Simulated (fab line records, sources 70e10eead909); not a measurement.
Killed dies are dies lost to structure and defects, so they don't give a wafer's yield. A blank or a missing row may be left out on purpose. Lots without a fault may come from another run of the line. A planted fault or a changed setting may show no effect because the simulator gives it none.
Chamber matching | flow nand_harc | NHARC_A_CONTACT_ALD_18 on ald_metal-01: 4 sister chambers
The step deposits TiN, target thk 3 nm, pulse time 1 s, ald cycles 150. 7 wafers are shown with their chamber, then 11 later ones without.

WAFERS WITH THEIR CHAMBER
wafer  | chamber | heater_power_w (W) | precursor_pulse_height_rel
L083.6 | 3       | 1065               | 1.001
L086.2 | 1       | 931                | 1.000
L086.6 | 0       | 1174               | 0.985
L088.3 | 2       | 1021               | 0.995
L088.4 | 0       | 1219               | 0.980
L088.5 | 1       | 950                | 1.038
L088.1 | 3       | 1076               | 0.968

WAFERS WITHOUT THEIR CHAMBER
wafer  | heater_power_w (W) | precursor_pulse_height_rel
L088.2 | 933                | 1.000
L088.6 | 1178               | 0.974
L089.1 | 925                | 1.001
L089.4 | 1047               | 0.943
L089.5 | 1045               | 0.987
L091.1 | 1053               | 0.969
L091.5 | 1072               | 0.993
L091.6 | 1201               | 1.017
L092.1 | 1201               | 0.990
L092.2 | 947                | 0.979
L092.5 | 1050               | 1.017

WHICH CHAMBER EACH WENT THROUGH
wafer  | from the rows above     | in truth
L088.2 | 1                       | 1
L088.6 | 0                       | 0
L089.1 | 1                       | 1
L089.4 | can't be placed: 3 or 2 | 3
L089.5 | can't be placed: 2 or 3 | 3
L091.1 | can't be placed: 3 or 2 | 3
L091.5 | 3                       | 3
L091.6 | 0                       | 0
L092.1 | 0                       | 0
L092.2 | can't be placed: 1 or 2 | 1
L092.5 | can't be placed: 2 or 3 | 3
Placed correctly: 6 of 11. Can't be placed from these rows: 5 (the true chamber is among the candidates in 5). Placed wrongly: 0.
How it was worked out, from the rows above alone: a wafer's distance from a chamber is the root of the sum, over the readings, of the square of ((its reading less the chamber's mean) divided by the reading's scatter). The wafer belongs to the nearest chamber; if the next one is less than 2 further off, it can't be placed. A chamber's mean is the mean of its shown wafers. The scatter: the root of (the sum of the squares of (reading less its chamber's mean) over the shown wafers, divided by (wafers less chambers)).
